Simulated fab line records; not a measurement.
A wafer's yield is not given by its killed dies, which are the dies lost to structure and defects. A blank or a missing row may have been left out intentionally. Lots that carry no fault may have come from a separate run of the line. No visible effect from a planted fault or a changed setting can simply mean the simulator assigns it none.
What tool caused it? || flow n5_finfet || 7 lots, 19 wafers sampled, at 3 steps of a route of 1938

## WHAT THE GAUGES SHOWED, per wafer
N5_PASSIVATION_OVL_MEAS_66.
{"lot": "L331", "measured": "day 12 20:20", "on": "overlay-02", "PASS_OPEN_OVL (nm)": "-2 1"}
{"lot": "L334", "measured": "day 13 06:10", "on": "overlay-01", "PASS_OPEN_OVL (nm)": "-1 8 0"}
{"lot": "L336", "measured": "day 14 18:15", "on": "overlay-01", "PASS_OPEN_OVL (nm)": "2 1 -6"}
{"lot": "L339", "measured": "day 14 16:44", "on": "overlay-01", "PASS_OPEN_OVL (nm)": "0 -5"}
{"lot": "L341", "measured": "day 15 08:49", "on": "overlay-01", "PASS_OPEN_OVL (nm)": "-13 -4 -9"}
{"lot": "L345", "measured": "day 16 11:56", "on": "overlay-01", "PASS_OPEN_OVL (nm)": "3 2 7"}
{"lot": "L349", "measured": "day 17 05:00", "on": "overlay-01", "PASS_OPEN_OVL (nm)": "5 -3 2"}

## TOOL THAT RAN EACH LOT (tool first, then ch and the chambers of the sampled wafers, then the start)
{"lot": "L331", "N5_BEOL_M7_ALD_77": "ald_metal-03 ch 0,1, day 9 15:26", "N5_PASSIVATION_PECVD_35": "pecvd-03 ch 1, day 12 19:49"}
{"lot": "L334", "N5_BEOL_M7_ALD_77": "ald_metal-02 ch 1,2,3, day 10 01:35", "N5_PASSIVATION_PECVD_35": "pecvd-03 ch 0,1,2, day 13 05:35"}
{"lot": "L336", "N5_BEOL_M7_ALD_77": "ald_metal-03 ch 0,1,3, day 10 18:56", "N5_PASSIVATION_PECVD_35": "pecvd-04 ch 0,1, day 14 17:47"}
{"lot": "L339", "N5_BEOL_M7_ALD_77": "ald_metal-03 ch 0,3, day 11 08:49", "N5_PASSIVATION_PECVD_35": "pecvd-04 ch 1,2, day 14 16:20"}
{"lot": "L341", "N5_BEOL_M7_ALD_77": "ald_metal-03 ch 1,2,3, day 11 17:17", "N5_PASSIVATION_PECVD_35": "pecvd-04 ch 1,2, day 15 08:20"}
{"lot": "L345", "N5_BEOL_M7_ALD_77": "ald_metal-03 ch 1,2,3, day 13 06:43", "N5_PASSIVATION_PECVD_35": "pecvd-04 ch 0,2, day 16 11:22"}
{"lot": "L349", "N5_BEOL_M7_ALD_77": "ald_metal-03 ch 0,1,2, day 14 09:54", "N5_PASSIVATION_PECVD_35": "pecvd-03 ch 0,1,2, day 17 04:32"}
- N5_BEOL_M7_ALD_77: deposits TaN, target thk 2 nm, pulse time 2 s, purge time 3 s.
- N5_PASSIVATION_PECVD_35: deposits SiNx from SiH4/NH3/N2, target thk 700 nm, time 151.3 s.

## THE ANSWER, worked out from the rows above alone
Rule: usual is defined by the lots themselves. The widest of any qualifying gaps counts: lots, ordered by their means at a reading, are off when they make up no more than a third of the lots, leave a main group of 4 or more, and stand apart from it by 3 or more times the standard deviation of that group's means. The tables above print the reading to a certain number of digits; a main group whose means all agree to those digits is not used. Also off: a lot with no number at a reading for which 4 or more lots have one. Where the step has rows for the other lots, those lots are counted as sound.
Across all readings shown, no lot is off: no conclusion can be drawn from this.

## WHAT THE SIMULATOR HAD PUT IN
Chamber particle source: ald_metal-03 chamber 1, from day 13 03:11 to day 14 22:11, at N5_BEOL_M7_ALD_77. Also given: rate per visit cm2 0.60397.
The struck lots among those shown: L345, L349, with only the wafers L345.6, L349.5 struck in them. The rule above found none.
